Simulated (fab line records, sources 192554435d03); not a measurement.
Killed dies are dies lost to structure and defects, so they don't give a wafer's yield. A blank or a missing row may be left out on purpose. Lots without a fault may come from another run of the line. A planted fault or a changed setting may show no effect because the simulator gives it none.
Split-lot experiment | flow n5_finfet | 7 lots, 21 wafers read, on a route of 1938 steps

THE SPLIT
At N5_BEOL_M7_HM_DEP_02 (deposits TiN, target thk 20 nm), the setting target_thk_a was moved away from the recipe's 200 angstrom on 7 of the 21 wafers read, by -9.9% to +9.2%. The other wafers ran this setting at the recipe's value.

FROM THE SPLIT TO THE READING: what the file shows between them, 8 steps
- N5_BEOL_M7_COAT_59: time 60 s, resist thk 100 nm
- N5_BEOL_M7_COAT_60: time 60 s, resist thk 35 nm
- N5_BEOL_M7_STRIP_68: strips in N2/H2
- N5_BEOL_M7_STRIP_67: strips in CF4
- N5_BEOL_M7_HM_OPEN_17: chemistry Cl2/BCl3, target TiN, target depth 20 nm, overetch 6 nm
- N5_BEOL_M7_STRIP_19: strips in O2
- N5_BEOL_M7_STRIP_76: strips in C4F6/O2
- N5_BEOL_M7_STRIP_36: strips in N2/H2

THE READING
TiN_of_BEOL_M7_HM_DEP_02.thk_nm (the simulator's own value, which no gauge read), in nm, at N5_BEOL_M7_TRENCH_ETCH_37 (etches SiCOH lowk in C4F6/O2, target depth 93.478 nm, time 31.2 s). The file gives no usual value for it. The 14 wafers here that ran the recipe average 17.4 nm, standard deviation 0.22 nm.

wafer  | tool, chamber at the split | target_thk_a as run, angstrom | against the recipe | TiN_of_BEOL_M7_HM_DEP_02.thk_nm, nm | against lot-mates on the recipe
L079.3 | pvd_sputter-03, -          | 200                           | recipe             | 17.4                                | -
L079.4 | pvd_sputter-03, -          | 200                           | recipe             | 17                                  | -
L079.5 | pvd_sputter-03, -          | 200                           | recipe             | 17.2                                | -
L087.2 | pvd_sputter-02, -          | 200                           | recipe             | 17.4                                | -
L087.5 | pvd_sputter-02, -          | 200                           | recipe             | 17.4                                | -
L087.4 | pvd_sputter-02, -          | 208.1                         | +4.0%              | 17.8                                | +0.4
L089.2 | pvd_sputter-01, -          | 180.2                         | -9.9%              | 15.4                                | -2.0
L089.5 | pvd_sputter-01, -          | 180.2                         | -9.9%              | 15.2                                | -2.2
L089.6 | pvd_sputter-01, -          | 200                           | recipe             | 17.4                                | -
L091.1 | pvd_sputter-03, -          | 218.3                         | +9.2%              | 19.8                                | +2.2
L091.4 | pvd_sputter-03, -          | 218.3                         | +9.2%              | 19.6                                | +2.0
L091.6 | pvd_sputter-03, -          | 200                           | recipe             | 17.6                                | -
L093.2 | pvd_sputter-01, -          | 183.4                         | -8.3%              | 15.8                                | -1.8
L093.6 | pvd_sputter-01, -          | 183.4                         | -8.3%              | 15.8                                | -1.8
L093.5 | pvd_sputter-01, -          | 200                           | recipe             | 17.6                                | -
L094.3 | pvd_sputter-02, -          | 200                           | recipe             | 17                                  | -
L094.4 | pvd_sputter-02, -          | 200                           | recipe             | 17.2                                | -
L094.5 | pvd_sputter-02, -          | 200                           | recipe             | 17.2                                | -
L097.1 | pvd_sputter-02, -          | 200                           | recipe             | 17.4                                | -
L097.3 | pvd_sputter-02, -          | 200                           | recipe             | 17.8                                | -
L097.5 | pvd_sputter-02, -          | 200                           | recipe             | 17.6                                | -

THE FIT
A straight line over all 21 wafers: TiN_of_BEOL_M7_HM_DEP_02.thk_nm changes by +0.216 nm for each +1% of target_thk_a; r = +0.97; the points scatter about the line by 0.26 nm.
The same after taking each lot's own level away (the mean of its wafers on the recipe; 21 wafers): +0.215 nm for each +1%; r = +0.99; scatter 0.16 nm.
On that fit, the largest move of target_thk_a shifts the reading by 2.1 nm.
The lots' own levels span 17.13 to 17.60 nm, that is 2.1 times the standard deviation above.
So the lot-to-lot level changes the slope little: the two slopes agree.
Check: with one of the wafers moved furthest among these (-9.9%) left out of the fit, the line predicts -2.18 nm for it against its lot-mates. It came out at -2 nm against them.

OTHER SPLITS ON THESE WAFERS
These wafers also went through other splits before the reading. Each is held against what the fit with the lots' levels taken away leaves over:
other split on the same wafers | wafers away from the commonest value | r with TiN_of_BEOL_M7_HM_DEP_02.thk_nm (lot level and that fit taken away)
N5_BEOL_M5_EXPOSE_25 dose_mj   | 8                                    | -0.23
N5_BEOL_M7_PECVD_70 temp_c     | 6                                    | +0.18

THE WHOLE CHAIN: every reading that the file lists as answering this split, in the file's order
step                      | what it does                                                      | reading                                                                          | change (the file's fit)               | r (the file's)
N5_BEOL_M7_HM_DEP_02      | deposits TiN, target thk 20 nm                                    | TiN_of_BEOL_M7_HM_DEP_02.thk_nm (the simulator's own value, which no gauge read) | +0.197 nm for each +1% of the setting | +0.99
N5_BEOL_M7_HM_OPEN_17     | chemistry Cl2/BCl3, target TiN, target depth 20 nm, overetch 6 nm | etch.depth_nm (the simulator's own value, which no gauge read)                   | +0.199 nm for each +1% of the setting | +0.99
N5_BEOL_M7_TRENCH_ETCH_37 | etches SiCOH lowk in C4F6/O2, target depth 93.478 nm, time 31.2 s | TiN_of_BEOL_M7_HM_DEP_02.thk_nm (the simulator's own value, which no gauge read) | +0.212 nm for each +1% of the setting | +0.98

THE FILE'S OWN FIT
TiN_of_BEOL_M7_HM_DEP_02.thk_nm changes by +0.212 nm for each +1% of target_thk_a, r = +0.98.
